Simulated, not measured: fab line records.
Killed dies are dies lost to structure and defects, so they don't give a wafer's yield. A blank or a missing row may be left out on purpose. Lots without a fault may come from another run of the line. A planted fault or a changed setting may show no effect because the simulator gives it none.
fab line records -- flow n5Finfet
record: lots: 12, wafers: 34, lastDay: 17
route steps=1938 shown BEOL_M9@1456 PASSIVATION@1936
lots that met no fault: taken from a fault-free run of the same line
startH: hours from the record's first day to the start of the lot's first wafer shown -- waitH: hours since the lot's step before -- " the same as in the row above -- L1.1+2: several wafers, shown together as one row -- - either no value or no given start -- * or withheld: withheld -- < > ~ a bound
route shown NAME@n: names a module that has steps shown in the file, with the first one's number in the route -- usual: mean/standard deviation taken from wafers without a fault -- same: alike in all rows -- chamber/n: place in a boat -- sites: the reading at each site -- _std_site: the standard deviation of these -- _edge_site: inner sites' mean taken away from outer sites' mean -- radiusMm: how far each site lies from the wafer's centre -- mask NAME#n: copy n -- behind: the most recent tool/chamber to have shaped the wafer -- hold: the reason the lot was held/the length of the hold in hours/how it ended -- device: the n, p or np transistor that did not switch -- end of line: tests run on the same wafers once the route is complete -- where a step has no rows: the recipe by itself -- killed: the dies lost at the first sort to structure and to defects; this is not the yield of the wafer -- map: the dies of a wafer, with x for killed, . for not killed, _ for no die there
set.NAME: setting as actually run; set.NAME@STEP: the setting as run at that earlier step -- model.NAME: the simulator's own value behind a step, which no gauge read
route steps across a sampled set of lots; one table per step, one row per wafer
services: a tool's chamber out of use, with start hour (startH, from the record's first day; less than 0 if before it), hours out, and reason
== steps ==
step: N5_BEOL_M9_DEGAS_44
recipe: ambient: vacuum, tempC: 250, timeS: 60
usual: heaterPowerW: 338/35
lot.wafer,tool,chamber,startH,waitH,heaterPowerW
L659.2,pvdSputter-02,-,208.95,0.9,355
L659.5,pvdSputter-02,-,208.95,0.9,353
L659.6,pvdSputter-02,-,208.95,0.9,379
L660.1,pvdSputter-01,-,210.85,0.5,412
L660.2,pvdSputter-01,-,210.85,0.5,378
L660.4,pvdSputter-01,-,210.85,0.5,334
L662.1,pvdSputter-02,-,226.75,0.5,320
L662.4,pvdSputter-02,-,226.75,0.5,290
L662.6,pvdSputter-02,-,226.75,0.5,289
L661.1,pvdSputter-02,-,226.87,0.3,314
L661.2,pvdSputter-02,-,226.87,0.3,355
L661.4,pvdSputter-02,-,226.87,0.3,294
L663.1,pvdSputter-03,-,234.88,0.3,293
L663.3,pvdSputter-03,-,234.88,0.3,305
L663.5,pvdSputter-03,-,234.88,0.3,307
L664.3,pvdSputter-02,-,245.88,0.6,370
L664.4,pvdSputter-02,-,245.88,0.6,360
L664.6,pvdSputter-02,-,245.88,0.6,282
L666.3,pvdSputter-03,-,253.10,0.9,356
L666.5,pvdSputter-03,-,253.10,0.9,346
L675.3,pvdSputter-02,-,315.89,0.2,348
L675.6,pvdSputter-02,-,315.89,0.2,292
L677.2,pvdSputter-01,-,319.17,1.0,321
L677.4,pvdSputter-01,-,319.17,1.0,321
L677.5,pvdSputter-01,-,319.17,1.0,322
L679.3,pvdSputter-02,-,334.89,0.4,356
L679.5,pvdSputter-02,-,334.89,0.4,350
L679.6,pvdSputter-02,-,334.89,0.4,312
L681.1,pvdSputter-01,-,337.15,0.3,331
L681.4,pvdSputter-01,-,337.15,0.3,405
L681.5,pvdSputter-01,-,337.15,0.3,385
L682.3,pvdSputter-03,-,355.32,0.2,354
L682.4,pvdSputter-03,-,355.32,0.2,288
L682.5,pvdSputter-03,-,355.32,0.2,306
step: N5_BEOL_M9_PRE_CLEAN_45
recipe: gas: H2/He, timeS: 30, tempC: 250
usual: heaterPowerW: 338/35
lot.wafer,tool,chamber,startH,waitH,heaterPowerW
L659.2,pvdSputter-02,-,208.99,0.0,354
L659.5,pvdSputter-02,-,208.99,0.0,352
L659.6,pvdSputter-02,-,208.99,0.0,375
L660.1,pvdSputter-01,-,210.89,0.0,402
L660.2,pvdSputter-01,-,210.89,0.0,374
L660.4,pvdSputter-01,-,210.89,0.0,325
L662.1,pvdSputter-02,-,226.79,0.0,316
L662.4,pvdSputter-02,-,226.79,0.0,290
L662.6,pvdSputter-02,-,226.79,0.0,298
L661.1,pvdSputter-02,-,226.91,0.0,320
L661.2,pvdSputter-02,-,226.91,0.0,354
L661.4,pvdSputter-02,-,226.91,0.0,288
L663.1,pvdSputter-03,-,234.92,0.0,283
L663.3,pvdSputter-03,-,234.92,0.0,300
L663.5,pvdSputter-03,-,234.92,0.0,309
L664.3,pvdSputter-02,-,245.92,0.0,386
L664.4,pvdSputter-02,-,245.92,0.0,350
L664.6,pvdSputter-02,-,245.92,0.0,292
L666.3,pvdSputter-03,-,253.14,0.0,349
L666.5,pvdSputter-03,-,253.14,0.0,346
L675.3,pvdSputter-02,-,315.93,0.0,350
L675.6,pvdSputter-02,-,315.93,0.0,292
L677.2,pvdSputter-01,-,319.21,0.0,332
L677.4,pvdSputter-01,-,319.21,0.0,322
L677.5,pvdSputter-01,-,319.21,0.0,329
L679.3,pvdSputter-02,-,334.93,0.0,348
L679.5,pvdSputter-02,-,334.93,0.0,359
L679.6,pvdSputter-02,-,334.93,0.0,308
L681.1,pvdSputter-01,-,337.19,0.0,321
L681.4,pvdSputter-01,-,337.19,0.0,404
L681.5,pvdSputter-01,-,337.19,0.0,371
L682.3,pvdSputter-03,-,355.36,0.0,345
L682.4,pvdSputter-03,-,355.36,0.0,291
L682.5,pvdSputter-03,-,355.36,0.0,320
step: N5_BEOL_M9_ECD_50
recipe: material: Cu, targetThkA: 3180
lot.wafer,tool,chamber,startH,waitH
L659.2+5+6,ecdCu-02,"0,0,1",210.01,0.1
L660.1+2+4,ecdCu-01,"1,0,1",211.93,0.1
L662.1+4+6,ecdCu-02,"0,1,0",229.27,0.1
L661.1+2+4,ecdCu-01,"1,0,1",229.35,0.1
L663.1+3+5,ecdCu-02,"0,1,0",235.73,0.1
L664.3+4+6,ecdCu-02,"0,1,0",247.08,0.1
L666.3+5,ecdCu-02,"1,0",254.16,0.1
L675.3+6,ecdCu-01,"0,1",316.72,0.1
L677.2+4+5,ecdCu-01,"1,0,1",319.95,0.1
L679.3+5+6,ecdCu-02,"1,0,1",336.16,0.1
L681.1+4+5,ecdCu-01,"1,0,0",338.27,0.1
L682.3+4+5,ecdCu-02,"0,1,1",356.27,0.1
step: N5_BEOL_M9_CMP_52
recipe: stopOn: SiCOH_lowk, tOverpolishS: 7, downForcePsi: 1, platenRpm: 50, clearingPlatenDownForcePsi: 1.5, clearingPlatenRpm: 50, postCmpClean: cuAlkaline, targetThkNm: 140, clearingPlatenPadVelocityMS: 0.99484, padVelocityMS: 0.99484
usual: motorCurrentA: 5.8/0.73, timeToEndpointS: 63/3.2
lot.wafer,tool,chamber,startH,waitH,motorCurrentA,timeToEndpointS
L659.2,cmp-02,2,211.18,0.3,6.2,63
L659.5,cmp-02,0,211.18,0.3,5.2,62
L659.6,cmp-02,1,211.18,0.3,5.4,59
L660.1,cmp-03,3,213.13,0.3,4.6,66
L660.4,cmp-03,0,213.13,0.3,5.5,62
L660.2,cmp-03,2,213.13,0.3,6.1,64
L662.1,cmp-04,0,229.71,0.3,5.1,63
L662.4,cmp-04,1,229.71,0.3,6.7,62
L662.6,cmp-04,0,229.71,0.3,5.0,61
L661.2,cmp-03,1,229.76,0.2,6.2,64
L661.1,cmp-03,2,229.76,0.2,6.3,68
L661.4,cmp-03,3,229.76,0.2,4.8,66
L663.3,cmp-04,3,236.45,0.2,5.6,64
L663.1,cmp-04,1,236.45,0.2,6.6,58
L663.5,cmp-04,2,236.45,0.2,7.2,60
L664.4,cmp-04,2,247.64,0.1,6.7,64
L664.3,cmp-04,3,247.64,0.1,5.7,66
L664.6,cmp-04,3,247.64,0.1,5.7,67
L666.3,cmp-02,0,254.58,0.2,5.5,64
L666.5,cmp-02,1,254.58,0.2,5.3,87
L675.3,cmp-04,2,317.65,0.2,7.0,63
L675.6,cmp-04,1,317.65,0.2,6.2,63
L677.4,cmp-04,2,320.43,0.2,7.2,65
L677.2,cmp-04,3,320.43,0.2,5.5,66
L677.5,cmp-04,0,320.43,0.2,5.2,63
L679.3,cmp-04,2,336.57,0.2,7.2,60
L679.6,cmp-04,1,336.57,0.2,7.2,58
L679.5,cmp-04,2,336.57,0.2,6.8,61
L681.4,cmp-02,1,339.09,0.2,5.5,59
L681.1,cmp-02,3,339.09,0.2,5.2,66
L681.5,cmp-02,1,339.09,0.2,5.3,60
L682.3,cmp-03,1,356.74,0.3,5.9,65
L682.4,cmp-03,2,356.74,0.3,6.0,60
L682.5,cmp-03,3,356.74,0.3,4.8,63
step: N5_BEOL_M9_DEP_56
recipe: material: SiCN, targetThkA: 150, tempC: withheld, precursor: 3MS/NH3, pressureTorr: 3, rfW: 202, timeS: 26.5
usual: showerheadPlenumPTorr: 3.656/0.015, throttleValvePct: 9.1/0.53
lot.wafer,tool,chamber,startH,waitH,showerheadPlenumPTorr,throttleValvePct
L659.2,pecvd-03,2,211.46,0.0,3.676,8.0
L659.5,pecvd-03,0,211.46,0.0,3.643,9.3
L659.6,pecvd-03,1,211.46,0.0,3.672,9.1
L660.1,pecvd-04,2,213.49,0.0,3.644,8.8
L660.2,pecvd-04,1,213.49,0.0,3.652,9.6
L660.4,pecvd-04,2,213.49,0.0,3.646,8.5
L662.1,pecvd-03,1,230.03,0.0,3.673,9.0
L662.4,pecvd-03,1,230.03,0.0,3.673,9.1
L662.6,pecvd-03,0,230.03,0.0,3.651,9.1
L661.1,pecvd-04,2,230.11,0.0,3.647,8.9
L661.2,pecvd-04,0,230.11,0.0,3.643,9.4
L661.4,pecvd-04,0,230.11,0.0,3.640,9.4
L663.1,pecvd-03,1,236.77,0.0,3.676,8.9
L663.3,pecvd-03,2,236.77,0.0,3.681,8.2
L663.5,pecvd-03,0,236.77,0.0,3.649,9.1
L664.3,pecvd-03,1,247.99,0.0,3.680,8.9
L664.4,pecvd-03,0,247.99,0.0,3.645,9.0
L664.6,pecvd-03,2,247.99,0.0,3.669,8.2
L666.3,pecvd-04,2,254.93,0.0,3.654,8.8
L666.5,pecvd-04,2,254.93,0.0,3.657,8.8
L675.3,pecvd-01,2,317.93,0.0,3.640,8.6
L675.6,pecvd-01,1,317.93,0.0,3.682,8.8
L677.2,pecvd-01,1,320.71,0.0,3.675,8.6
L677.4,pecvd-01,0,320.71,0.0,3.665,9.8
L677.5,pecvd-01,2,320.71,0.0,3.625,8.5
L679.3,pecvd-01,0,336.89,0.0,3.655,9.7
L679.5,pecvd-01,2,336.89,0.0,3.641,8.5
L679.6,pecvd-01,1,336.89,0.0,3.676,8.7
L681.1,pecvd-04,2,339.41,0.0,3.662,8.8
L681.4,pecvd-04,1,339.41,0.0,3.648,9.6
L681.5,pecvd-04,2,339.41,0.0,3.662,9.1
L682.3,pecvd-03,2,357.02,0.0,3.668,8.2
L682.4,pecvd-03,1,357.02,0.0,3.678,9.1
L682.5,pecvd-03,0,357.02,0.0,3.650,9.0
step: N5_PASSIVATION_PROBE_49
usual: defectLimitedYield: 91.0/1.4, killed_at_M0_to_M3: 35/10, killed_at_M4_up: 13/6, killedAtContacts: 13/6.4, killedAtFrontEnd: 42/12, killedAtOther: 3.2/2.4, killedDies: 107/17, killedOpen: 69/13, killedShort: 33/7.3, sort_bin_4_leakage: 0.00/0.022, sort_bin_5_function: 5.3/0.92, sort_bin_6_memory: 3.3/0.66, sort_bin_8_speed: 0.00/0.035, sortNPass: 1073/17, sortYieldPct: 90.9/1.4
same: grossDies: 1180, killedAtBackSide: 0
lot.wafer,tool,chamber,startH,waitH,defectLimitedYield[%],killed_at_M0_to_M3,killed_at_M4_up,killedAtContacts,killedAtFrontEnd,killedAtOther,killedDies,killedOpen,killedShort,sort_bin_4_leakage[%],sort_bin_5_function[%],sort_bin_6_memory[%],sort_bin_8_speed[%],sortNPass,sortYieldPct[%]
L679.3,prober-01,-,398.37,0.1,90.6,52,8,10,37,4,111,70,39,0,5.6,3.4,0,1069,90.6
L679.5,prober-01,-,398.47,0.2,93.1,31,15,10,18,7,81,50,31,0,3.6,2.8,0,1099,93.1
L679.6,prober-01,-,398.52,0.3,89.7,49,16,8,44,4,121,90,26,0,5.5,4.4,0,1059,89.7
killed by level:class
L679.3 BEOL_M2:geometricParticle:open=17 FIN_SAQP:geometricParticle:short=10 BEOL_M0_SAQP:geometricParticle:open=9 STI_FIN_REVEAL:geometricParticle:open=9 BEOL_M1:geometricParticle:open=9 MOL_CONTACT_COAG:geometricParticle:open=7 BEOL_M1:geometricParticle:short=6 BEOL_M2:geometricParticle:short=6
L679.5 BEOL_M1:geometricParticle:open=11 MOL_CONTACT_COAG:geometricParticle:open=10 BEOL_M2:geometricParticle:open=6 BEOL_M4:geometricParticle:short=6 BEOL_M3:geometricParticle:open=5 BEOL_M0_SAQP:geometricParticle:short=4 FIN_SAQP:geometricParticle:short=3 DUMMY_GATE:geometricParticle:short=3
L679.6 BEOL_M1:geometricParticle:open=18 BEOL_M2:geometricParticle:open=16 STI_FIN_REVEAL:geometricParticle:open=14 FIN_SAQP:geometricParticle:open=7 MOL_CONTACT_COAG:geometricParticle:open=7 BEOL_M0_SAQP:geometricParticle:open=5 FIN_SAQP:geometricParticle:short=4 DUMMY_GATE:geometricParticle:open=4
== services ==
tool,chamber,startH,hours,kind
cmp-04,-,186.80,5.9,pm
pecvd-03,-,191.07,6.0,pm
cmp-02,-,194.17,4.0,pm
cmp-03,-,198.60,4.6,pm
pecvd-01,-,202.24,14.6,pm
ecdCu-02,-,202.90,2.2,repair
cmp-03,-,204.47,0.6,repair
cmp-03,-,218.22,5.1,pm
cmp-03,-,224.05,0.2,repair
pecvd-01,-,229.03,2.8,pm
pecvd-03,-,237.63,2.8,pm
pecvd-03,-,242.42,0.2,repair
pecvd-04,-,245.96,0.8,repair
cmp-03,-,247.08,1.8,repair
pecvd-01,-,249.04,1.0,repair
cmp-04,-,263.94,6.4,repair
cmp-02,-,272.17,5.4,pm
ecdCu-01,-,285.06,1.6,repair
cmp-04,-,310.87,5.1,repair
cmp-03,-,315.40,4.0,pm
cmp-04,-,321.17,4.0,pm
cmp-03,-,337.14,0.9,repair
cmp-03,-,338.18,0.2,repair
cmp-03,-,340.69,0.5,repair
== key ==
firstSign: step: N5_BEOL_M9_CMP_52, reading: timeToEndpointS, direction: up, sigmas: 7.6, usual: *, struck: *
effect none on later readings
metAt N5_BEOL_M9_ECD_50
struckLots L666
struckWafers L666.5
notActingAt N5_BEOL_M9_DEGAS_44,N5_BEOL_M9_PRE_CLEAN_45,N5_BEOL_M9_DEP_56
onsetBetween 247.08 254.16
fault: kind: processParameterDrift, tool: ecdCu-02, chamber: -, onsetH: 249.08, steps: N5_BEOL_M9_ECD_50, channel: targetThkA, offset: *, shape: step, endH: 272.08, scope: struckWafersOnly, actsIn: *, stated: *
